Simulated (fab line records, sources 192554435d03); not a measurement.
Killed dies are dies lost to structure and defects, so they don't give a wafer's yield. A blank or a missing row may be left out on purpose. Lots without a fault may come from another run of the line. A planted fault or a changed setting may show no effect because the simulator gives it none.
fab line records | flow n5_finfet
record lots=7 wafers=21
route steps=1938 shown ZERO_LAYER@6 FIN_SAQP@108 DUMMY_GATE@220 SD_EPI_N@288 SD_EPI_P@295 SD_ACTIVATION@330 SDB@350 HKMG_FIN@392
start_h: hours from the record's first day to the start of the lot's first wafer shown | wait_h: hours since the lot's step before | " the same as in the row above | L1.1+2: a row that stands for several wafers | - no value, or no start given | * or withheld: withheld | < > ~ a bound
route shown NAME@n: a module of which the file shows steps, and the number in the route of the first | usual: mean/standard deviation of fault-free wafers | same: alike in all rows | chamber/n: place in a boat | sites: the reading at each site | _std_site: their standard deviation | _edge_site: outer sites' mean less inner sites' | radius_mm: how far each site lies from the wafer's centre | mask NAME#n: copy n | behind: the tool/chamber that last shaped the wafer | hold: why the lot was held/for how many hours/how that ended | device: the transistor (n, p or np) that didn't switch | end of line: the same wafers' tests at the end of the route | a step without rows: its recipe alone | killed: dies lost to structure and defects at the first sort, not the wafer's yield | map: a wafer's dies, x killed, . not, _ none there
set.NAME: the setting as run; set.NAME@STEP: as run at that earlier step | model.NAME: the simulator's own value behind a step, which no gauge read
lots whose settings were changed on purpose; a table a step, a row a wafer
## steps
# step N5_ZERO_LAYER_COAT_05
# recipe spin_rpm=1500 resist_thk_nm=1000
# columns lot.wafer tool chamber start_h wait_h set.spin_rpm model.coat_of_ZERO_LAYER_COAT_05.thk_nm
L077.2 litho_track-01 0 - - 1370 1048
L077.4 " 0 " " 1370 1045
L077.5 " 0 " " 1500 1003
L079.1 litho_track-01 0 - - 1500 1005
L079.5 " 0 " " 1641 955.8
L079.6 " 0 " " 1641 961.9
L082.1+2 litho_track-02 0 - - 1500 1003
L082.5 " 0 " " 1500 997.3
L085.1 litho_track-05 0 - - 1500 1001
L085.5 " 0 " " 1426 1024
L085.6 " 0 " " 1426 1026
L089.1 litho_track-02 0 - - 1500 1002
L089.2+6 " 0 " " 1500 1001
L093.4 litho_track-05 0 - - 1500 999.1
L093.5 " 0 " " 1602 972.4
L093.6 " 0 " " 1500 1001
L095.1 litho_track-05 0 - - 1664 949.5
L095.2 " 0 " " 1500 1001
L095.4 " 0 " " 1664 950.2
# step N5_ZERO_LAYER_DEVELOP_10
# recipe develop_time_s=60 rinse_liquid=diw dry=air_spin dev_temp_c=21
# columns lot.wafer tool chamber start_h wait_h set.develop_time_s
L077.2 litho_track-02 0 - - 60
L077.4+5 " 0 " " 64.68
L079.1+6 litho_track-02 0 - - 60
L079.5 " 0 " " 72.62
L082.1+2+5 litho_track-01 0 - - 60
L085.1+5+6 litho_track-05 0 - - 60
L089.1+2 litho_track-01 0 - - 51.54
L089.6 " 0 " " 60
L093.4+6 litho_track-01 0 - - 54.95
L093.5 " 0 " " 60
L095.1+2 litho_track-05 0 - - 60
L095.4 " 0 " " 68.14
# step N5_ZERO_LAYER_HARDBAKE_23
# recipe temp_c=130 time_s=120
# step N5_ZERO_LAYER_ETCH_17
# recipe chemistry=CF4 target=SiO2 target_depth_a=120 time_s=13.3 ion_energy_ev=350 pressure_mtorr=40 source_w=450 bias_w=215 Ar_flow_sccm=100 cf4_flow_sccm=100
# step N5_ZERO_LAYER_ETCH_18
# recipe chemistry=HBr/Cl2 target=Si target_depth_a=1200 time_s=40 pressure_mtorr=10 icp_w=800 bias_w=75 HBr_flow_sccm=150 Cl2_flow_sccm=80
# step N5_ZERO_LAYER_STRIP_24
# recipe chemistry=O2 power_w=1000 temp_c=250 overash_fraction=0.3 pressure_mtorr=1000 o2_flow_sccm=6750
# usual strip_time_to_endpoint_s=43.89/0.071
# columns lot.wafer tool chamber start_h wait_h set.spin_rpm@ZERO_LAYER_COAT_05 strip_time_to_endpoint_s
L077.2 plasma_asher-02 0 31.03 0.1 1370 45.24
L077.4 " 0 " " 1370 45.18
L077.5 " 0 " " 1500 43.91
L079.1 plasma_asher-02 0 43.04 0.1 1500 43.99
L079.5 " 0 " " 1641 42.55
L079.6 " 1 " " 1641 42.72
L082.1 plasma_asher-01 1 60.89 0.1 1500 43.89
L082.2 " 0 " " 1500 43.96
L082.5 " 0 " " 1500 43.79
L085.1 plasma_asher-02 0 79.02 0.1 1500 43.86
L085.5 " 1 " " 1426 44.53
L085.6 " 0 " " 1426 44.61
L089.1 plasma_asher-01 0 103.03 0.1 1500 43.91
L089.2 " 1 " " 1500 43.87
L089.6 " 0 " " 1500 43.85
L093.4 plasma_asher-01 1 127.27 0.1 1500 43.80
L093.5 " 0 " " 1602 42.99
L093.6 " 1 " " 1500 43.91
L095.1 plasma_asher-02 1 139.02 0.1 1664 42.31
L095.2 " 0 " " 1500 43.88
L095.4 " 0 " " 1664 42.39
# step N5_FIN_SAQP_EXPOSE_13
# recipe mask_id=FIN_CORE na=1.35 source_shape=dipole sigma_inner=0.538 sigma_outer=0.738 polarization=te target_cd_nm=35.6 dose_mj=63.25
# columns lot.wafer tool chamber start_h wait_h mask set.dose_mj
L077.2+4 arfi_scanner-03 0 42.73 - FIN_CORE#0 63.25
L077.5 " 0 " " FIN_CORE#0 61.34
L079.1+6 arfi_scanner-01 0 52.27 - FIN_CORE#0 63.25
L079.5 " 0 " " FIN_CORE#0 65.13
L082.1+2+5 arfi_scanner-03 0 70.05 - FIN_CORE#0 63.25
L085.1+5 arfi_scanner-01 0 87.87 - FIN_CORE#0 63.25
L085.6 " 0 " " FIN_CORE#0 59.08
L089.1+6 arfi_scanner-03 0 111.89 - FIN_CORE#0 66.3
L089.2 " 0 " " FIN_CORE#0 63.25
L093.4+5+6 arfi_scanner-01 0 136.31 - FIN_CORE#0 63.25
L095.1+2+4 arfi_scanner-03 0 147.75 - FIN_CORE#0 63.25
# step N5_FIN_SAQP_PEB_14
# recipe peb_temp_c=withheld peb_time_s=60 resist=CAR-ArF
# columns lot.wafer tool chamber start_h wait_h set.peb_time_s
L077.2+5 litho_track-01 0 42.79 0.1 52.83
L077.4 " 0 " " 60
L079.1+5 litho_track-05 0 52.33 0.1 54.1
L079.6 " 0 " " 60
L082.1+2+5 litho_track-01 0 70.11 0.1 60
L085.1 litho_track-04 0 87.93 0.1 65.35
L085.5+6 " 0 " " 60
L089.1+6 litho_track-04 0 111.95 0.1 49.21
L089.2 " 0 " " 60
L093.4+5 litho_track-04 0 136.36 0.0 53.93
L093.6 " 0 " " 60
L095.1+2+4 litho_track-04 0 147.81 0.1 60
# step N5_FIN_SAQP_DEVELOP_15
# recipe develop_time_s=30 developer=TMAH resist=CAR-ArF dev_temp_c=23 rinse_liquid=diw dry=air_spin
# step N5_FIN_SAQP_CD_MEAS_16
# recipe target_cd_nm=35.6 landing_energy_ev=500 detector=se_inlens
# usual cd_nm=35.7/0.34
# columns lot.wafer tool chamber start_h wait_h set.dose_mj@FIN_SAQP_EXPOSE_13 set.peb_time_s@FIN_SAQP_PEB_14 cd_nm
L077.2 cd_sem-02 0 42.86 - 63.25 52.83 36.9
L077.4 " 0 " " 63.25 60 35.5
L077.5 " 0 " " 61.34 52.83 38.0
L079.1 cd_sem-03 0 52.40 - 63.25 54.1 37.5
L079.5 " 0 " " 65.13 54.1 37.0
L079.6 " 0 " " 63.25 60 36.2
L082.1 cd_sem-03 0 70.18 - 63.25 60 35.2
L082.2 " 0 " " 63.25 60 35.6
L082.5 " 0 " " 63.25 60 35.4
L085.1 cd_sem-02 0 88.00 - 63.25 65.35 34.5
L085.5 " 0 " " 63.25 60 35.7
L085.6 " 0 " " 59.08 60 37.2
L089.1 cd_sem-02 0 112.02 - 66.3 49.21 36.8
L089.2 " 0 " " 63.25 60 35.5
L089.6 " 0 " " 66.3 49.21 37.4
L093.4 cd_sem-03 0 136.43 - 63.25 53.93 36.8
L093.5 " 0 " " 63.25 53.93 36.9
L093.6 " 0 " " 63.25 60 35.7
L095.1 cd_sem-02 0 147.88 - 63.25 60 35.3
L095.2 " 0 " " 63.25 60 35.4
L095.4 " 0 " " 63.25 60 35.3
# step N5_DUMMY_GATE_HM_DEP_06
# recipe material=SiNx target_thk_a=800 precursor=DCS/NH3 temp_c=700 pressure_mtorr=300 time_s=5141
# columns lot.wafer tool chamber start_h wait_h set.time_s model.SiNx_of_DUMMY_GATE_HM_DEP_06.thk_nm
L077.2 - - - 0.0 4538 71
L077.4 " - " " 4538 70.2
L077.5 " - " " 4538 69.8
L079.1 - - - 0.0 4834 75.4
L079.5 " - " " 4834 75
L079.6 " - " " 4834 75.2
L082.1+5 lpcvd-02 1/90,1/109 90.16 0.0 5141 80.6
L082.2 " 1/95 " " 5141 80.2
L085.1 - - - 0.0 5141 80.2
L085.5 " - " " 5141 80
L085.6 " - " " 5141 80.6
L089.1 - - - 0.0 5141 79.2
L089.2 " - " " 5141 78.8
L089.6 " - " " 5141 79
L093.4 - - - 0.0 4681 72.2
L093.5 " - " " 4681 72
L093.6 " - " " 4681 71.4
L095.1 - - - 0.0 5141 79.8
L095.2 " - " " 5141 80.4
L095.4 " - " " 5141 80.6
# step N5_SD_EPI_N_EPI_21
# recipe material=Si:P dopant=P temp_c=680 pressure_torr=255 time_s=690
# columns lot.wafer tool chamber start_h wait_h set.time_s model.Si-P_of_SD_EPI_N_EPI_21.thk_nm
L077.2 epi_rpcvd-03 0 71.95 0.5 690 58.6
L077.4 " 0 " " 767 63
L077.5 " 0 " " 767 63.6
L079.1 epi_rpcvd-03 0 81.45 0.3 690 59.4
L079.5 " 0 83.44 2.0 690 58.8
L079.6 " 0 " " 690 58.2
L082.1+5 epi_rpcvd-03 0 100.35 0.1 690 59
L082.2 " 0 " " 690 58.8
L085.1 epi_rpcvd-02 0 116.83 0.1 788.4 64
L085.5 " 0 117.95 1.1 788.4 64.6
L085.6 " 0 " " 690 58.4
L089.1+2 epi_rpcvd-03 0 140.10 0.1 690 59.2
L089.6 " 0 141.50 1.4 690 58.8
L093.4 epi_rpcvd-02 0 167.04 1.2 613.9 53.2
L093.5 " 0 " " 690 57.2
L093.6 " 0 " " 690 57.4
L095.1 epi_rpcvd-02 0 177.92 0.1 651.5 56
L095.2 " 0 " " 690 58.2
L095.4 " 0 " " 690 58
# step N5_SD_EPI_N_EPI_MEAS_23
# recipe mode=xrd
# usual thk_nm=59.0/1.2
# columns lot.wafer tool chamber start_h wait_h set.time_s@SD_EPI_N_EPI_21 thk_nm
L077.2 film_metro-02 - 73.85 1.5 690 59.0
L077.4 " - " " 767 63.4
L077.5 " - " " 767 64.2
L079.1 film_metro-02 - 84.48 2.5 690 58.4
L079.5 " - " " 690 58.6
L079.6 " - " " 690 57.3
L082.1 film_metro-02 - 102.06 1.4 690 59.2
L082.2 " - " " 690 57.5
L082.5 " - " " 690 58.9
L085.1 film_metro-01 - 118.54 1.4 788.4 64.8
L085.5 " - " " 788.4 64.0
L085.6 " - " " 690 57.0
L089.1 film_metro-02 - 141.83 1.5 690 58.7
L089.2 " - " " 690 59.7
L089.6 " - " " 690 56.5
L093.4 film_metro-02 - 168.20 0.8 613.9 55.3
L093.5 " - " " 690 57.3
L093.6 " - " " 690 58.3
L095.1 film_metro-02 - 179.64 1.4 651.5 56.8
L095.2 " - " " 690 57.5
L095.4 " - " " 690 59.1
# step N5_SD_EPI_P_COAT_34
# recipe resist=SOC temp_c=250 time_s=60 spin_rpm=1500 resist_thk_nm=350
# columns lot.wafer tool chamber start_h wait_h set.spin_rpm model.SOC_of_SD_EPI_P_COAT_34.thk_nm
L077.2+5 litho_track-05 0 74.79 0.0 1500 350
L077.4 " 0 " " 1439 357.6
L079.1 litho_track-03 0 85.59 0.0 1500 349
L079.5 " 0 " " 1357 367.2
L079.6 " 0 " " 1500 349.6
L082.1 litho_track-02 0 102.88 0.0 1500 350.2
L082.2 " 0 " " 1500 349
L082.5 " 0 " " 1500 349.4
L085.1 litho_track-03 0 119.72 0.0 1343 371.4
L085.5 " 0 " " 1500 350.6
L085.6 " 0 " " 1500 350.8
L089.1 litho_track-03 0 142.41 0.0 1500 349.6
L089.2+6 " 0 " " 1595 339
L093.4 litho_track-02 0 169.08 0.0 1500 350.6
L093.5 " 0 " " 1625 335.4
L093.6 " 0 " " 1625 336.2
L095.1 litho_track-03 0 180.55 0.0 1614 336.2
L095.2 " 0 " " 1614 337
L095.4 " 0 " " 1500 350
# step N5_SD_EPI_P_COAT_35
# recipe resist=SiARC temp_c=220 time_s=60 spin_rpm=1500 resist_thk_nm=35
# step N5_SD_EPI_P_COAT_03
# recipe resist=CAR-ArF-block spin_rpm=1500 resist_thk_nm=150
# step N5_SD_ACTIVATION_RTA_00
# recipe temp_c=975 time_s=0 ambient=N2 idle_temp_c=600 ramp_up_c_per_s=150 ramp_down_c_per_s=60 cool_to_c=600
# step N5_SD_ACTIVATION_LSA_01
# recipe temp_c=1080 time_s=0.0008 ambient=N2
# step N5_SD_ACTIVATION_RS_MEAS_03
# recipe thk_meas_gauge=four-point-probe
# usual RS_SD_N=21.87/0.26 RS_SD_P=56.0/0.84
# columns lot.wafer tool chamber start_h wait_h set.time_s@SD_EPI_N_EPI_21 RS_SD_N[ohm/sq] RS_SD_P[ohm/sq]
L077.2 film_metro-01 - 79.49 0.2 690 22.17 57.4
L077.4 " - " " 767 20.54 57.4
L077.5 " - " " 767 20.26 55.5
L079.1 film_metro-02 - 91.29 0.2 690 21.67 57.6
L079.5 " - " " 690 22.14 57.3
L079.6 " - " " 690 22.07 56.8
L082.1 film_metro-01 - 108.27 0.2 690 21.71 55.9
L082.2 " - " " 690 22.11 55.8
L082.5 " - " " 690 21.89 55.5
L085.1 film_metro-02 - 124.43 0.2 788.4 20.06 54.6
L085.5 " - " " 788.4 19.99 56.0
L085.6 " - " " 690 21.90 55.2
L089.1 film_metro-01 - 147.02 0.2 690 21.79 55.4
L089.2 " - " " 690 21.82 55.1
L089.6 " - " " 690 21.88 55.5
L093.4 film_metro-02 - 174.49 0.1 613.9 24.28 56.7
L093.5 " - " " 690 22.74 56.2
L093.6 " - " " 690 22.59 56.0
L095.1 film_metro-01 - 185.43 0.2 651.5 22.94 55.8
L095.2 " - " " 690 22.14 56.5
L095.4 " - " " 690 22.18 56.0
# step N5_SDB_COAT_05
# recipe resist=CAR-ArF spin_rpm=1500 resist_thk_nm=90
# columns lot.wafer tool chamber start_h wait_h set.spin_rpm model.CAR-ArF_of_SDB_COAT_05.thk_nm
L077.2+5 litho_track-01 0 - - 1500 90.2
L077.4 " 0 " " 1500 90.4
L079.1 litho_track-04 0 - - 1558 88
L079.5 " 0 " " 1558 88.2
L079.6 " 0 " " 1500 89.8
L082.1 litho_track-01 0 - - 1500 90
L082.2 " 0 " " 1500 90.2
L082.5 " 0 " " 1500 89.8
L085.1 litho_track-01 0 - - 1500 89.8
L085.5 " 0 " " 1500 90
L085.6 " 0 " " 1500 89.4
L089.1+2 litho_track-01 0 - - 1500 90
L089.6 " 0 " " 1500 90.2
L093.4+5 litho_track-04 0 - - 1647 85.8
L093.6 " 0 " " 1500 90
L095.1 litho_track-05 0 - - 1500 89.8
L095.2 " 0 " " 1500 90.2
L095.4 " 0 " " 1500 89.6
# step N5_SDB_EXPOSE_08
# recipe mask_id=SDB na=1.35 source_shape=conventional sigma_outer=0.5 polarization=unpolarized dose_mj=49.6
# columns lot.wafer tool chamber start_h wait_h mask set.dose_mj
L077.2+5 arfi_scanner-03 0 86.34 - SDB#0 49.6
L077.4 " 0 " " SDB#0 47.07
L079.1 arfi_scanner-03 0 98.77 - SDB#0 50.95
L079.5+6 " 0 " " SDB#0 49.6
L082.1+2+5 arfi_scanner-03 0 115.36 - SDB#0 49.6
L085.1+6 arfi_scanner-03 0 131.41 - SDB#0 49.6
L085.5 " 0 " " SDB#0 51.57
L089.1+6 arfi_scanner-01 0 154.52 - SDB#0 51.57
L089.2 " 0 " " SDB#0 49.6
L093.4+5 arfi_scanner-03 0 181.40 - SDB#0 49.6
L093.6 " 0 " " SDB#0 46.93
L095.1+2+4 arfi_scanner-02 0 192.43 - SDB#0 49.6
# step N5_SDB_PEB_09
# recipe peb_temp_c=withheld peb_time_s=60 resist=CAR-ArF
# step N5_SDB_DEVELOP_10
# recipe develop_time_s=30 developer=TMAH resist=CAR-ArF rinse_liquid=diw dry=air_spin dev_temp_c=23
# columns lot.wafer tool chamber start_h wait_h set.spin_rpm@SDB_COAT_05 model.CAR-ArF_of_SDB_COAT_05.thk_nm
L077.2+5 litho_track-04 0 - - 1500 88.4
L077.4 " 0 " " 1500 88.6
L079.1 litho_track-01 0 - - 1558 86.2
L079.5 " 0 " " 1558 86.4
L079.6 " 0 " " 1500 88.2
L082.1+5 litho_track-05 0 - - 1500 88.2
L082.2 " 0 " " 1500 88.4
L085.1 litho_track-05 0 - - 1500 88
L085.5 " 0 " " 1500 88.2
L085.6 " 0 " " 1500 87.6
L089.1+2 litho_track-04 0 - - 1500 88.2
L089.6 " 0 " " 1500 88.4
L093.4 litho_track-05 0 - - 1647 84
L093.5 " 0 " " 1647 84.2
L093.6 " 0 " " 1500 88.4
L095.1 litho_track-05 0 - - 1500 88.2
L095.2 " 0 " " 1500 88.4
L095.4 " 0 " " 1500 88
# step N5_SDB_CD_MEAS_11
# recipe target_cd_nm=50 landing_energy_ev=500 detector=se_inlens polarity=opening
# usual cd_nm=50.3/1.2
# columns lot.wafer tool chamber start_h wait_h set.dose_mj@SDB_EXPOSE_08 cd_nm
L077.2 cd_sem-01 0 86.46 - 49.6 49.9
L077.4 " 0 " " 47.07 45.5
L077.5 " 0 " " 49.6 50.0
L079.1 cd_sem-01 0 98.90 - 50.95 57.0
L079.5 " 0 " " 49.6 51.9
L079.6 " 0 " " 49.6 50.1
L082.1 cd_sem-01 0 115.49 - 49.6 50.5
L082.2 " 0 " " 49.6 49.1
L082.5 " 0 " " 49.6 51.8
L085.1 cd_sem-02 0 131.53 - 49.6 51.7
L085.5 " 0 " " 51.57 56.8
L085.6 " 0 " " 49.6 51.5
L089.1 cd_sem-03 0 154.64 - 51.57 55.5
L089.2 " 0 " " 49.6 49.5
L089.6 " 0 " " 51.57 52.2
L093.4 cd_sem-02 0 181.51 - 49.6 49.8
L093.5 " 0 " " 49.6 52.4
L093.6 " 0 " " 46.93 44.2
L095.1 cd_sem-03 0 192.56 - 49.6 52.0
L095.2 " 0 " " 49.6 49.1
L095.4 " 0 " " 49.6 50.0
# step N5_HKMG_FIN_COAT_43
# recipe resist=CAR-ArF spin_rpm=1500 resist_thk_nm=90
# columns lot.wafer tool chamber start_h wait_h set.spin_rpm model.CAR-ArF_of_HKMG_FIN_COAT_43.thk_nm
L077.2+4 litho_track-03 0 - - 1500 90
L077.5 " 0 " " 1594 87.4
L079.1 litho_track-04 0 - - 1634 86.2
L079.5 " 0 " " 1500 89.4
L079.6 " 0 " " 1500 89.6
L082.1+2+5 litho_track-02 0 - - 1500 89.8
L085.1+6 litho_track-02 0 - - 1500 89.8
L085.5 " 0 " " 1500 90.2
L089.1 litho_track-04 0 - - 1576 87.4
L089.2 " 0 " " 1500 89.2
L089.6 " 0 " " 1576 87.2
L093.4 litho_track-02 0 - - 1620 86.6
L093.5 " 0 " " 1500 89.8
L093.6 " 0 " " 1500 90
L095.1 litho_track-02 0 - - 1500 90
L095.2 " 0 " " 1339 95.2
L095.4 " 0 " " 1500 90.2
# step N5_HKMG_FIN_EBR_45
# recipe solvent=PGMEA ebr_width_mm=1.5
# step N5_HKMG_FIN_SOFTBAKE_44
# recipe temp_c=110 time_s=60 resist=CAR-ArF
# step N5_HKMG_FIN_EXPOSE_46
# recipe mask_id=NDIPOLE na=1.35 source_shape=conventional sigma_outer=0.8 polarization=unpolarized dose_mj=40
# step N5_HKMG_FIN_PEB_47
# recipe peb_temp_c=withheld peb_time_s=60 resist=CAR-ArF
# step N5_HKMG_FIN_DEVELOP_48
# recipe develop_time_s=30 developer=TMAH resist=CAR-ArF rinse_liquid=diw dry=air_spin dev_temp_c=23
# columns lot.wafer tool chamber start_h wait_h set.spin_rpm@HKMG_FIN_COAT_43 model.CAR-ArF_of_HKMG_FIN_COAT_43.thk_nm
L077.2+4 litho_track-03 0 - - 1500 88.4
L077.5 " 0 " " 1594 85.6
L079.1 litho_track-02 0 - - 1634 84.4
L079.5 " 0 " " 1500 87.8
L079.6 " 0 " " 1500 88
L082.1+2+5 litho_track-02 0 - - 1500 88
L085.1 litho_track-02 0 - - 1500 88.2
L085.5 " 0 " " 1500 88.4
L085.6 " 0 " " 1500 88
L089.1 litho_track-04 0 - - 1576 85.8
L089.2 " 0 " " 1500 87.4
L089.6 " 0 " " 1576 85.4
L093.4 litho_track-04 0 - - 1620 85
L093.5 " 0 " " 1500 88
L093.6 " 0 " " 1500 88.4
L095.1 litho_track-02 0 - - 1500 88.2
L095.2 " 0 " " 1339 93.6
L095.4 " 0 " " 1500 88.4
# step N5_HKMG_FIN_DESCUM_53
# recipe chemistry=O2 time_s=7.9 source_power_w=50 bias_power_w=20 pressure_mtorr=20 rf_frequency_hz=2.712e+07 temp_c=40 resist=CAR-ArF o2_flow_sccm=225
# step N5_HKMG_FIN_ETCH_54
# recipe chemistry=CF4 target=SiARC target_depth_a=455 mask_material=CAR-ArF time_s=75.8 ion_energy_ev=80 pressure_mtorr=40 source_w=545 bias_w=36 Ar_flow_sccm=100 cf4_flow_sccm=100 ends=cleared
# columns lot.wafer tool chamber start_h wait_h set.spin_rpm@HKMG_FIN_COAT_43 model.CAR-ArF_of_HKMG_FIN_COAT_43.thk_nm
L077.2+4 rie_diel-06 2,0 92.63 0.0 1500 50.8
L077.5 " 3 " " 1594 48.4
L079.1 rie_diel-06 0 105.88 0.0 1634 47.2
L079.5 " 0 " " 1500 50.4
L079.6 " 3 " " 1500 50.6
L082.1+2+5 rie_diel-05 1,3,3 121.49 0.0 1500 50.6
L085.1 rie_diel-01 1 137.14 0.0 1500 50.8
L085.5 " 2 " " 1500 51
L085.6 " 1 " " 1500 50.6
L089.1 rie_diel-01 1 162.09 0.0 1576 48.4
L089.2 " 2 " " 1500 50.2
L089.6 " 3 " " 1576 48.2
L093.4 rie_diel-05 1 187.60 0.0 1620 47.6
L093.5 " 3 " " 1500 50.8
L093.6 " 2 " " 1500 51
L095.1 rie_diel-01 1 198.03 0.0 1500 50.8
L095.2 " 2 " " 1339 55.8
L095.4 " 0 " " 1500 51
## key
split step=N5_ZERO_LAYER_COAT_05 setting=spin_rpm stated=1500 by=wafer
response step=N5_ZERO_LAYER_COAT_05 reading=model.coat_of_ZERO_LAYER_COAT_05.thk_nm change=-4.76 per=1% r=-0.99
response step=N5_ZERO_LAYER_STRIP_24 reading=strip_time_to_endpoint_s change=* per=1% r=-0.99
split step=N5_ZERO_LAYER_DEVELOP_10 setting=develop_time_s stated=60 by=wafer
response none clear
split step=N5_FIN_SAQP_EXPOSE_13 setting=dose_mj stated=63.25 by=wafer
response step=N5_FIN_SAQP_CD_MEAS_16 reading=cd_nm slope=-0.22 per=1% together_with=peb_time_s@FIN_SAQP_PEB_14 explained=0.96
split step=N5_FIN_SAQP_PEB_14 setting=peb_time_s stated=60 by=wafer
response step=N5_FIN_SAQP_CD_MEAS_16 reading=cd_nm slope=-0.139 per=1% together_with=dose_mj@FIN_SAQP_EXPOSE_13 explained=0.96
split step=N5_DUMMY_GATE_HM_DEP_06 setting=time_s stated=5141 by=lot
response step=N5_DUMMY_GATE_HM_DEP_06 reading=model.SiNx_of_DUMMY_GATE_HM_DEP_06.thk_nm change=+0.848 per=1% r=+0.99
split step=N5_SD_EPI_N_EPI_21 setting=time_s stated=690 by=wafer
response step=N5_SD_EPI_N_EPI_21 reading=model.Si-P_of_SD_EPI_N_EPI_21.thk_nm change=+0.403 per=1% r=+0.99
response step=N5_SD_EPI_N_EPI_MEAS_23 reading=thk_nm change=* per=1% r=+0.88
response step=N5_SD_ACTIVATION_RS_MEAS_03 reading=RS_SD_N change=-0.143 per=1% r=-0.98
split step=N5_SD_EPI_P_COAT_34 setting=spin_rpm stated=1500 by=wafer
response step=N5_SD_EPI_P_COAT_34 reading=model.SOC_of_SD_EPI_P_COAT_34.thk_nm change=-1.85 per=1% r=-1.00
split step=N5_SDB_COAT_05 setting=spin_rpm stated=1500 by=wafer
response step=N5_SDB_COAT_05 reading=model.CAR-ArF_of_SDB_COAT_05.thk_nm change=-0.43 per=1% r=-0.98
response step=N5_SDB_DEVELOP_10 reading=model.CAR-ArF_of_SDB_COAT_05.thk_nm change=-0.446 per=1% r=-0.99
split step=N5_SDB_EXPOSE_08 setting=dose_mj stated=49.6 by=wafer
response step=N5_SDB_CD_MEAS_11 reading=cd_nm change=+1.21 per=1% r=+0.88
split step=N5_HKMG_FIN_COAT_43 setting=spin_rpm stated=1500 by=wafer
response step=N5_HKMG_FIN_COAT_43 reading=model.CAR-ArF_of_HKMG_FIN_COAT_43.thk_nm change=-0.421 per=1% r=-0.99
response step=N5_HKMG_FIN_DEVELOP_48 reading=model.CAR-ArF_of_HKMG_FIN_COAT_43.thk_nm change=-0.433 per=1% r=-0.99
response step=N5_HKMG_FIN_ETCH_54 reading=model.CAR-ArF_of_HKMG_FIN_COAT_43.thk_nm change=-0.411 per=1% r=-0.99
